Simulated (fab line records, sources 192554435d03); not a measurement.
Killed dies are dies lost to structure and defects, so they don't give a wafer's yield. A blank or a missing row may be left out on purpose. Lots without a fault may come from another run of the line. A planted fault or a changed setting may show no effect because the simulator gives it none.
Chamber matching | flow n5_finfet | N5_MIM_TOP_LITHO_DESCUM_10 on rie_diel-01: 4 sister chambers
The step chemistry O2, time 7.9 s. 16 wafers are shown with their chamber, then 8 later ones without.

WAFERS WITH THEIR CHAMBER
wafer  | chamber | drypump_motor_current_A (A) | throttle_valve_pct (%) | oes_product_au (a.u.)
L076.1 | 0       | 6.5                         | 20.52                  | 0.79
L076.2 | 3       | 5.7                         | 20.31                  | 0.70
L076.4 | 1       | 5.8                         | 20.53                  | 0.68
L079.1 | 1       | 5.7                         | 20.53                  | 0.67
L079.2 | 2       | 5.1                         | 20.46                  | 0.87
L079.6 | 3       | 5.7                         | 20.30                  | 0.70
L082.1 | 2       | 5.1                         | 20.47                  | 0.88
L082.2 | 0       | 6.5                         | 20.53                  | 0.79
L082.6 | 0       | 6.5                         | 20.55                  | 0.78
L084.2 | 2       | 5.0                         | 20.47                  | 0.85
L084.4 | 0       | 6.5                         | 20.54                  | 0.77
L084.5 | 2       | 5.1                         | 20.48                  | 0.84
L086.1 | 1       | 5.7                         | 20.06                  | 0.98
L086.4 | 2       | 5.0                         | 20.48                  | 0.85
L086.5 | 1       | 5.7                         | 20.06                  | 0.98
L087.1 | 1       | 5.8                         | 20.07                  | 0.94

SIGNATURES (means of the wafers above)
reading                 | chamber 0 | chamber 1 | chamber 2 | chamber 3 | scatter within a chamber
drypump_motor_current_A | 6.500     | 5.740     | 5.060     | 5.700     | 0.0447
throttle_valve_pct      | 20.5350   | 20.2500   | 20.4720   | 20.3050   | 0.148
oes_product_au          | 0.7825    | 0.8500    | 0.8580    | 0.7000    | 0.0933
Rule: a wafer's distance from a chamber is the root of the sum, over the readings, of the square of ((its reading less the chamber's mean) divided by the reading's scatter). The wafer belongs to the nearest chamber; if the next one is less than 2 further off, it can't be placed. The scatter: the root of (the sum of the squares of (reading less its chamber's mean) over the shown wafers, divided by (wafers less chambers)).

WAFERS WITHOUT THEIR CHAMBER
wafer  | drypump_motor_current_A (A) | throttle_valve_pct (%) | oes_product_au (a.u.)
L087.4 | 5.0                         | 20.48                  | 0.83
L087.5 | 5.7                         | 20.08                  | 0.93
L088.1 | 5.8                         | 20.07                  | 0.92
L088.3 | 6.5                         | 20.58                  | 0.75
L088.6 | 5.7                         | 20.08                  | 0.92
L090.4 | 6.5                         | 20.57                  | 0.76
L090.5 | 5.7                         | 19.89                  | 0.95
L090.6 | 5.0                         | 20.51                  | 0.83

WHICH CHAMBER EACH WENT THROUGH
wafer  | from the rows above     | in truth
L087.4 | 2                       | 2
L087.5 | can't be placed: 1 or 3 | 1
L088.1 | can't be placed: 1 or 3 | 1
L088.3 | 0                       | 0
L088.6 | can't be placed: 1 or 3 | 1
L090.4 | 0                       | 0
L090.5 | can't be placed: 1 or 3 | 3
L090.6 | 2                       | 2
Placed correctly: 4 of 8. Can't be placed from these rows: 4 (the true chamber is among the candidates in 4). Placed wrongly: 0.
